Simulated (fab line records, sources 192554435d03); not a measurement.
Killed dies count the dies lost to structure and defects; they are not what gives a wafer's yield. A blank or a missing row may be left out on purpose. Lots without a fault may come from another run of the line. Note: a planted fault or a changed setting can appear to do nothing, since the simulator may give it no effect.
fab line records	flow n5Finfet
record lots=10	wafers=29	lastDay=18
route steps=1938 shown BEOL_M1@824 BEOL_M2@841 BEOL_M4@1111 PASSIVATION@1936
lots that met no fault: taken from a fault-free run of the same line
startH: hours from the record's opening day to when the first of the lot's shown wafers began	waitH: time in hours since the lot's previous step	" identical to the entry in the row above	L1.1+2: several wafers, shown together as one row	- no value, or no start given	* or withheld: withheld	< > ~ a bound
route shown NAME@n: NAME is a module with steps in the file, n the number in the route of the first one	usual: average and standard deviation across the fault-free wafers	same: alike in all rows	chamber/n: place in a boat	sites: per-site readings	_std_site: standard deviation across them	_edge_site: inner sites' mean taken away from outer sites' mean	radiusMm: how far each site lies from the wafer's centre	mask NAME#n: copy n	behind: the most recent tool/chamber to have shaped the wafer	hold: the reason the lot was held/the length of the hold in hours/how it ended	device: the n, p or np transistor that did not switch	end of line: at the end of the route, the tests of the same wafers	where a step has no rows: the recipe by itself	killed: at the first sort, the dies lost to defects and structure; wafer yield is something else	map: the dies of a wafer, with x for killed, . for not killed, _ for no die there
set.NAME: the setting that was run; set.NAME@STEP: the one run at that earlier step	model.NAME: the simulator's own value behind a step, which no gauge read
steps of the route over a sample of lots; a table a step, a row a wafer
services: a tool's chamber out of use, with start hour (startH, from the record's first day; less than 0 if before it), hours out, and reason
## steps
# step N5_BEOL_M1_SPUTTER_90
# recipe material=Cu	targetThkA=45	tempC=-20	chamberPressurePa=0.07	powerW=withheld	timeS=8.29
# usual chamberPressurePa=0.07/0.00013	chuckSensorTempC=-15.8/0.41	throttleValvePct=29.9/1
lot.wafer	tool	chamber	startH	waitH	chamberPressurePa	chuckSensorTempC	throttleValvePct
L950.1	pvdSputter-02	-	140.07	0.1	0.07014	-16.2	29.5
L950.4	"	-	"	"	0.07019	-15.6	29.3
L950.6	"	-	"	"	0.07005	-16.5	29.1
L951.2	pvdSputter-03	-	147.73	0.1	0.07009	-15.9	30.7
L951.5	"	-	"	"	0.0702	-16.4	31.9
L951.6	"	-	"	"	0.07025	-15.9	30.3
L956.2	pvdSputter-02	-	182.81	0.1	0.06973	-15.4	28.6
L956.4	"	-	"	"	0.06989	-16.6	29.2
L956.6	"	-	"	"	0.0696	-16.2	29.1
L957.1	pvdSputter-03	-	186.82	0.1	0.06999	-16.3	31.6
L957.5	"	-	"	"	0.07001	-16.1	31.8
L957.6	"	-	"	"	0.0701	-15.2	28.7
L959.1	pvdSputter-03	-	202.18	0.1	0.06989	-16.2	31.6
L959.4	"	-	"	"	0.06989	-16.0	30.9
L959.5	"	-	"	"	0.06984	-16.1	30.6
L960.1	pvdSputter-01	-	203.96	0.1	0.06993	-15.8	30.5
L960.2	"	-	"	"	0.07012	-15.7	29.4
L960.5	"	-	"	"	0.06999	-15.8	31.5
L961.3	pvdSputter-01	-	208.60	0.1	0.06992	-15.8	30.3
L961.4	"	-	"	"	0.06989	-16.0	31.2
L961.6	"	-	"	"	0.07004	-16.1	30.3
L962.4	pvdSputter-02	-	210.06	0.1	0.07021	-16.5	29.0
L962.5	"	-	"	"	0.07001	-15.2	29.2
L968.1	pvdSputter-01	-	244.70	0.1	0.06985	-15.5	29.5
L968.4	"	-	"	"	0.06999	-15.8	30.1
L968.6	"	-	"	"	0.06981	-15.4	29.6
L971.1	pvdSputter-03	-	270.25	0.1	0.0702	-15.2	28.7
L971.2	"	-	"	"	0.07	-16.2	31.9
L971.6	"	-	"	"	0.07011	-16.3	31.6
# step N5_BEOL_M1_ANNEAL_93
# recipe tempC=400	timeS=240	ambient=vacuum
# usual heaterPowerW=831/63
lot.wafer	tool	chamber	startH	waitH	heaterPowerW
L950.1	pvdSputter-02	-	140.37	0.0	850
L950.4	"	-	"	"	793
L950.6	"	-	"	"	839
L951.2	pvdSputter-03	-	148.03	0.0	795
L951.5	"	-	"	"	779
L951.6	"	-	"	"	792
L956.2	pvdSputter-02	-	183.11	0.0	831
L956.4	"	-	"	"	828
L956.6	"	-	"	"	831
L957.1	pvdSputter-03	-	187.12	0.0	802
L957.5	"	-	"	"	787
L957.6	"	-	"	"	823
L959.1	pvdSputter-03	-	202.48	0.0	800
L959.4	"	-	"	"	784
L959.5	"	-	"	"	794
L960.1	pvdSputter-01	-	204.26	0.0	911
L960.2	"	-	"	"	759
L960.5	"	-	"	"	790
L961.3	pvdSputter-01	-	208.90	0.0	865
L961.4	"	-	"	"	777
L961.6	"	-	"	"	967
L962.4	pvdSputter-02	-	210.36	0.0	863
L962.5	"	-	"	"	908
L968.1	pvdSputter-01	-	245.00	0.0	724
L968.4	"	-	"	"	905
L968.6	"	-	"	"	742
L971.1	pvdSputter-03	-	270.55	0.0	817
L971.2	"	-	"	"	782
L971.6	"	-	"	"	784
# step N5_BEOL_M1_CO_CAP_55
# recipe material=Co	targetThkA=20	tempC=200	precursor=CCTBA/H2	pressureTorr=30	timeS=102.1
# usual heaterPowerW=223/13
lot.wafer	tool	chamber	startH	waitH	heaterPowerW
L950.1	cvdCo-01	0	141.87	0.0	238
L950.4	"	1	"	"	238
L950.6	"	2	"	"	222
L951.2	cvdCo-02	0	149.26	0.0	190
L951.5	"	1	"	"	227
L951.6	"	0	"	"	194
L956.2	cvdCo-01	2	184.47	0.0	227
L956.4	"	2	"	"	224
L956.6	"	0	"	"	225
L957.1	cvdCo-01	0	188.34	0.0	228
L957.5	"	0	"	"	227
L957.6	"	1	"	"	230
L959.1	cvdCo-02	2	204.04	0.0	222
L959.4	"	1	"	"	234
L959.5	"	2	"	"	215
L960.1	cvdCo-02	1	205.66	0.0	229
L960.2	"	0	"	"	193
L960.5	"	2	"	"	223
L961.3	cvdCo-01	2	210.14	0.0	224
L961.4	"	2	"	"	227
L961.6	"	0	"	"	229
L962.4	cvdCo-02	1	211.62	0.0	225
L962.5	"	0	"	"	203
L968.1	cvdCo-01	0	246.22	0.0	227
L968.4	"	0	"	"	228
L968.6	"	2	"	"	228
L971.1	cvdCo-01	0	271.77	0.0	232
L971.2	"	2	"	"	223
L971.6	"	0	"	"	233
# step N5_BEOL_M2_ILD_DEP_00
# recipe material=SiOC	targetThkA=790	tempC=350	precursor=DEMS/O2	pressureTorr=5	rfW=500	timeS=15.3
# usual heaterPowerW=489/76	rfFwdPowerW=492.9/3	showerheadPlenumPTorr=5.686/0.015	showerheadVppV=1322/71	throttleValvePct=11.7/0.53
lot.wafer	tool	chamber	startH	waitH	heaterPowerW	rfFwdPowerW	showerheadPlenumPTorr	showerheadVppV	throttleValvePct
L950.1	pecvd-03	2	142.11	0.0	596	487.6	5.702	1329	11.7
L950.4	"	1	"	"	498	491.6	5.686	1323	11.6
L950.6	"	2	"	"	596	486.1	5.691	1336	11.8
L951.2	pecvd-03	1	149.50	0.0	455	493.5	5.692	1323	11.5
L951.5	"	0	"	"	651	492.2	5.677	1308	11.5
L951.6	"	1	"	"	475	491.5	5.677	1347	11.9
L956.2	pecvd-01	2	184.71	0.0	456	493.1	5.691	1372	10.5
L956.4	"	0	"	"	426	492.6	5.658	1181	12.1
L956.6	"	2	"	"	447	494.4	5.680	1377	10.4
L957.1	pecvd-03	2	188.59	0.0	624	487.1	5.681	1331	11.9
L957.5	"	2	"	"	624	487.0	5.694	1332	11.9
L957.6	"	1	"	"	520	490.6	5.665	1347	11.9
L959.1	pecvd-03	0	204.28	0.0	647	491.4	5.682	1306	12.1
L959.4	"	0	"	"	630	492.1	5.697	1307	11.3
L959.5	"	2	"	"	635	488.1	5.683	1329	11.5
L960.1	pecvd-03	0	205.91	0.0	555	-	5.681	1305	11.6
L960.2	"	2	"	"	514	489.3	5.699	1282	11.5
L960.5	"	1	"	"	508	-	5.673	1338	11.6
L961.3	pecvd-02	0	210.40	0.1	504	493.5	5.700	1331	11.7
L961.4	"	1	"	"	488	496.5	5.703	1438	12.2
L961.6	"	0	"	"	504	495.4	5.705	1333	11.6
L962.4	pecvd-03	2	211.85	0.1	611	489.3	5.692	1329	11.8
L962.5	"	1	"	"	473	-	5.691	1339	11.8
L968.1	pecvd-02	1	246.47	0.0	504	497.9	5.706	1419	12.2
L968.4	"	2	"	"	452	488.1	5.723	1544	11.3
L968.6	"	0	"	"	517	495.8	5.708	1344	11.7
L971.1	pecvd-02	0	272.05	0.0	459	497.7	5.702	1332	11.5
L971.2	"	1	"	"	466	499.1	5.717	1417	12.4
L971.6	"	0	"	"	479	496.1	5.712	1339	11.5
# step N5_BEOL_M2_THK_MEAS_01
# recipe reads=SiOC_of_BEOL_M2_ILD_DEP_00
# usual M2_ILD_THK=78.6/1.1
lot.wafer	tool	chamber	startH	waitH	M2_ILD_THK[nm]
L950.1	filmMetro-01	-	142.18	0.0	76.2
L950.4	"	-	"	"	79.3
L950.6	"	-	"	"	77.8
L951.2	filmMetro-01	-	149.57	0.1	79.5
L951.5	"	-	"	"	81.4
L951.6	"	-	"	"	79.8
L956.2	filmMetro-02	-	184.96	0.2	77.9
L956.4	"	-	"	"	79.7
L956.6	"	-	"	"	79.4
L957.1	filmMetro-02	-	188.67	0.1	75.8
L957.5	"	-	"	"	76.7
L957.6	"	-	"	"	78.7
L959.1	filmMetro-01	-	204.35	0.0	78.3
L959.4	"	-	"	"	78.9
L959.5	"	-	"	"	77.4
L960.1	filmMetro-02	-	205.97	0.0	56.0
L960.2	"	-	"	"	75.9
L960.5	"	-	"	"	57.3
L961.3	filmMetro-01	-	210.47	0.1	78.6
L961.4	"	-	"	"	80.4
L961.6	"	-	"	"	79.1
L962.4	filmMetro-01	-	211.90	0.0	77.9
L962.5	"	-	"	"	59.0
L968.1	filmMetro-02	-	246.54	0.0	79.7
L968.4	"	-	"	"	81.4
L968.6	"	-	"	"	80.1
L971.1	filmMetro-01	-	272.13	0.1	78.2
L971.2	"	-	"	"	79.1
L971.6	"	-	"	"	79.0
# step N5_BEOL_M4_RC_MEAS_101
# usual DIBL_N=36.0/1.7	DIBL_P=36.0/2	IOFF_N=0.156/0.028	IOFF_P=0.21/0.04	ION_N=673/12	ION_P=463/8.3	SS_N=71.4/0.6	SS_P=73.3/0.66	VT_N=250/3	VT_P=-250/3.8
lot.wafer	tool	chamber	startH	waitH	DIBL_N[mV/V]	DIBL_P[mV/V]	IOFF_N[nA/um]	IOFF_P[nA/um]	ION_N[uA/um]	ION_P[uA/um]	SS_N[mV/dec]	SS_P[mV/dec]	VT_N[mV]	VT_P[mV]
L950.1	prober-02	0	169.30	0.0	35.8	35.5	0.155	0.16	674	460	72.5	73.2	250	-257
L950.4	"	0	"	"	38.5	39.1	0.207	0.22	680	454	72.3	74.7	248	-251
L950.6	"	0	"	"	35.0	35.3	0.146	0.17	668	454	70.5	73.0	248	-256
L951.2	prober-02	0	179.55	0.5	36.9	36.3	0.167	0.18	677	461	71.3	73.6	250	-254
L951.5	"	0	"	"	36.9	35.9	0.153	0.18	660	448	71.9	73.7	255	-255
L951.6	"	0	"	"	34.7	34.3	0.123	0.16	672	457	70.7	72.6	254	-254
L956.2	prober-02	0	208.03	0.2	36.1	35.1	0.155	0.20	669	462	71.7	73.6	252	-251
L956.4	"	0	"	"	36.3	35.6	0.168	0.22	681	465	70.9	73.2	248	-247
L956.6	"	0	"	"	36.6	35.9	0.159	0.22	673	461	71.8	74.5	251	-250
L957.1	prober-02	0	216.26	0.0	37.0	36.3	0.172	0.20	684	466	72.0	73.8	248	-253
L957.5	"	0	"	"	36.4	35.2	0.160	0.18	684	468	71.0	73.5	248	-253
L957.6	"	0	"	"	36.6	36.0	0.163	0.19	682	461	71.5	73.7	251	-253
L959.1	prober-01	0	236.13	0.0	39.2	38.8	0.220	0.28	699	477	72.1	74.7	243	-247
L959.4	"	0	"	"	32.8	30.8	0.107	0.16	658	465	70.5	72.3	254	-252
L959.5	"	0	"	"	35.6	34.7	0.146	0.21	670	463	71.4	73.2	252	-252
L960.1	prober-02	0	238.77	0.0	35.4	35.3	0.164	0.23	678	467	71.0	72.4	247	-245
L960.2	"	0	"	"	33.6	34.6	0.139	0.23	672	474	70.8	72.7	248	-247
L960.5	"	0	"	"	35.8	36.7	0.188	0.27	695	480	71.8	73.8	246	-245
L961.3	prober-01	0	243.23	0.3	36.4	37.6	0.171	0.28	694	480	71.3	73.8	248	-240
L961.4	"	0	"	"	34.0	35.2	0.133	0.25	680	485	70.9	73.3	249	-243
L961.6	"	0	"	"	35.7	37.5	0.155	0.28	688	480	71.4	74.7	248	-244
L962.4	prober-01	0	245.43	0.5	35.9	35.5	0.157	0.21	675	461	70.7	72.9	250	-250
L962.5	"	0	"	"	37.1	37.1	0.174	0.24	688	467	71.6	73.9	249	-248
L968.1	prober-01	0	300.79	0.0	38.1	38.5	0.208	0.24	692	468	71.7	73.9	247	-249
L968.4	"	0	"	"	37.2	36.4	0.179	0.20	673	455	71.9	73.5	249	-254
L968.6	"	0	"	"	38.8	38.3	0.202	0.25	686	466	72.1	74.6	246	-250
L971.1	prober-02	0	312.58	0.0	36.8	37.8	0.184	0.23	694	471	71.0	73.2	246	-249
L971.2	"	0	"	"	36.1	37.0	0.167	0.21	684	464	71.1	72.9	248	-251
L971.6	"	0	"	"	36.3	36.7	0.166	0.21	680	459	71.8	73.4	247	-253
# step N5_PASSIVATION_PROBE_49
# usual defectLimitedYield=91.6/1.6	killed_at_M0_to_M3=31/10	killed_at_M4_up=14/6.3	killedAtContacts=12/6.1	killedAtFrontEnd=39/12	killedAtOther=3.7/2.8	killedDies=100/19	killedOpen=66/14	killedShort=33/8.1	sort_bin_5_function=5.0/1.1	sort_bin_6_memory=3.2/0.66	sortNPass=1080/18	sortYieldPct=91.6/1.6
# same grossDies=1180	killedAtBackSide=0	sort_bin_4_leakage[%]=0	sort_bin_8_speed[%]=0
lot.wafer	tool	chamber	startH	waitH	defectLimitedYield[%]	killed_at_M0_to_M3	killed_at_M4_up	killedAtContacts	killedAtFrontEnd	killedAtOther	killedDies	killedOpen	killedShort	sort_bin_5_function[%]	sort_bin_6_memory[%]	sortNPass	sortYieldPct[%]
L956.2	prober-01	-	314.25	0.1	92.9	29	20	13	21	1	84	55	24	3.6	3.4	1096	92.9
L956.4	prober-01	-	314.35	0.2	91.8	29	18	13	36	1	97	60	37	4.9	2.5	1083	91.8
L956.6	prober-01	-	314.45	0.3	91.3	34	12	17	38	2	103	69	33	4.8	3.6	1077	91.3
L960.1	prober-02	-	339.01	0.0	90.4	36	16	7	52	2	113	59	45	5.3	3.1	1067	90.4
L960.5	prober-02	-	339.21	0.2	90.7	30	19	6	52	3	110	67	32	4.4	3.9	1070	90.7
L959.1	prober-01	-	339.24	0.0	92.1	38	11	6	31	7	93	68	24	4.2	3.5	1087	92.1
L959.4	prober-01	-	339.39	0.2	93.1	32	15	4	29	2	82	59	23	4.5	2.0	1098	93.1
L959.5	prober-01	-	339.44	0.2	93.9	26	9	4	25	8	72	44	25	3.1	2.5	1108	93.9
L962.4	prober-02	-	347.45	0.2	93.1	31	13	8	26	4	82	54	28	4.1	2.5	1098	93.1
L962.5	prober-02	-	347.50	0.2	91.5	28	25	8	38	1	100	59	25	4.2	2.8	1080	91.5
# killed by level:class
L956.2 MOL_CONTACT_COAG:geometricParticle:open=9 BEOL_M0_SAQP:geometricParticle:open=8 BEOL_M0_SAQP:geometricParticle:short=6 FIN_SAQP:geometricParticle:open=5 BEOL_M4:geometricParticle:open=5 MOL_CONTACT_COAG:geometricParticle:short=4 STI_FIN_REVEAL:geometricParticle:open=3 BEOL_M2:geometricParticle:open=3
L956.4 FIN_SAQP:geometricParticle:short=12 MOL_CONTACT_COAG:geometricParticle:open=12 BEOL_M2:geometricParticle:open=9 BEOL_M0_SAQP:geometricParticle:short=7 BEOL_M0_SAQP:geometricParticle:open=6 BEOL_M5:geometricParticle:open=6 FIN_SAQP:geometricParticle:open=5 BEOL_M5:geometricParticle:short=5
L956.6 FIN_SAQP:geometricParticle:open=16 MOL_CONTACT_COAG:geometricParticle:open=15 BEOL_M2:geometricParticle:open=13 FIN_SAQP:geometricParticle:short=11 BEOL_M0_SAQP:geometricParticle:short=5 BEOL_M3:geometricParticle:open=5 BEOL_M0_SAQP:geometricParticle:open=4 BEOL_M5:geometricParticle:open=4
L960.1 GATE_CUT:geometricParticle:short=13 FIN_SAQP:geometricParticle:open=10 BEOL_M2:areaDep=9 FIN_SAQP:geometricParticle:short=8 BEOL_M3:geometricParticle:open=8 MOL_CONTACT_COAG:geometricParticle:open=7 BEOL_M0_SAQP:geometricParticle:short=7 BEOL_M5:geometricParticle:open=7
L960.5 FIN_SAQP:geometricParticle:open=11 BEOL_M2:areaDep=10 STI_FIN_REVEAL:geometricParticle:open=9 FIN_SAQP:geometricParticle:short=8 BEOL_M3:geometricParticle:open=7 GATE_CUT:geometricParticle:open=6 GATE_CUT:geometricParticle:short=6 MOL_CONTACT_COAG:geometricParticle:open=6
L959.1 BEOL_M2:geometricParticle:open=14 BEOL_M3:geometricParticle:open=12 FIN_SAQP:geometricParticle:open=10 GATE_CUT:geometricParticle:short=6 BEOL_M4:geometricParticle:open=6 DUMMY_GATE:geometricParticle:open=4 MOL_CONTACT_COAG:geometricParticle:open=4 BEOL_M1:geometricParticle:open=3
L959.4 BEOL_M2:geometricParticle:open=9 FIN_SAQP:geometricParticle:open=8 BEOL_M3:geometricParticle:open=6 FIN_SAQP:geometricParticle:short=5 BEOL_M0_SAQP:geometricParticle:open=5 GATE_CUT:geometricParticle:short=4 BEOL_M1:geometricParticle:open=4 BEOL_M4:geometricParticle:open=4
L959.5 BEOL_M2:geometricParticle:open=7 FIN_SAQP:geometricParticle:short=5 GATE_CUT:geometricParticle:short=5 BEOL_M4:geometricParticle:open=5 BEOL_M0_SAQP:geometricParticle:open=4 BEOL_M0:geometricParticle:open=4 BEOL_M3:geometricParticle:open=4 GATE_CUT:geometricParticle:open=3
L962.4 MOL_CONTACT_COAG:geometricParticle:open=8 BEOL_M0_SAQP:geometricParticle:short=8 ILD0:geometricParticle:open=6 BEOL_M0_SAQP:geometricParticle:open=6 BEOL_M4:geometricParticle:open=6 FIN_SAQP:geometricParticle:open=5 BEOL_M1:geometricParticle:open=5 BEOL_M1:geometricParticle:short=4
L962.5 BEOL_M2:areaDep=16 BEOL_M4:geometricParticle:open=12 FIN_SAQP:geometricParticle:open=11 ILD0:geometricParticle:short=7 MOL_CONTACT_COAG:geometricParticle:open=7 FIN_SAQP:geometricParticle:short=5 DUMMY_GATE:geometricParticle:open=4 BEOL_M2:geometricParticle:open=4
## services
tool	chamber	startH	hours	kind
pecvd-03	1	123.29	2.1	scheduledDown
pvdSputter-01	-	129.72	1.9	repair
pecvd-01	0	166.99	2.1	scheduledDown
pecvd-03	0	188.27	5.0	repair
pecvd-02	2	191.46	2.1	scheduledDown
pecvd-03	0	202.08	2.1	scheduledDown
pecvd-02	-	206.05	3.1	repair
pecvd-02	2	215.16	-	clean
pecvd-02	2	215.16	-	consumableReplace:showerhead
pecvd-02	2	215.16	29.0	scheduledDown
pecvd-02	2	215.16	29.0	ventCycle
pecvd-02	-	217.20	2.8	pm
pecvd-03	-	230.62	5.5	pm
pecvd-02	1	235.00	3.7	repair
cvdCo-01	1	257.55	8.4	repair
pecvd-02	2	267.67	5.0	scheduledDown
## key
firstSign step=N5_BEOL_M2_THK_MEAS_01	reading=M2_ILD_THK	direction=down	sigmas=19	usual=78.6	struck=57.4
effect none on later readings
metAt N5_BEOL_M2_ILD_DEP_00
struckLots L960,L962
struckWafers L960.1,L960.5,L962.5
notActingAt N5_BEOL_M1_SPUTTER_90,N5_BEOL_M1_ANNEAL_93,N5_BEOL_M1_CO_CAP_55
onsetBetween 204.28 205.91
fault kind=processParameterDrift	tool=pecvd-03	chamber=-	onsetH=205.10	steps=N5_BEOL_M2_ILD_DEP_00	channel=timeS	offset=*	shape=step	endH=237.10	scope=struckWafersOnly	actsIn=*	stated=*
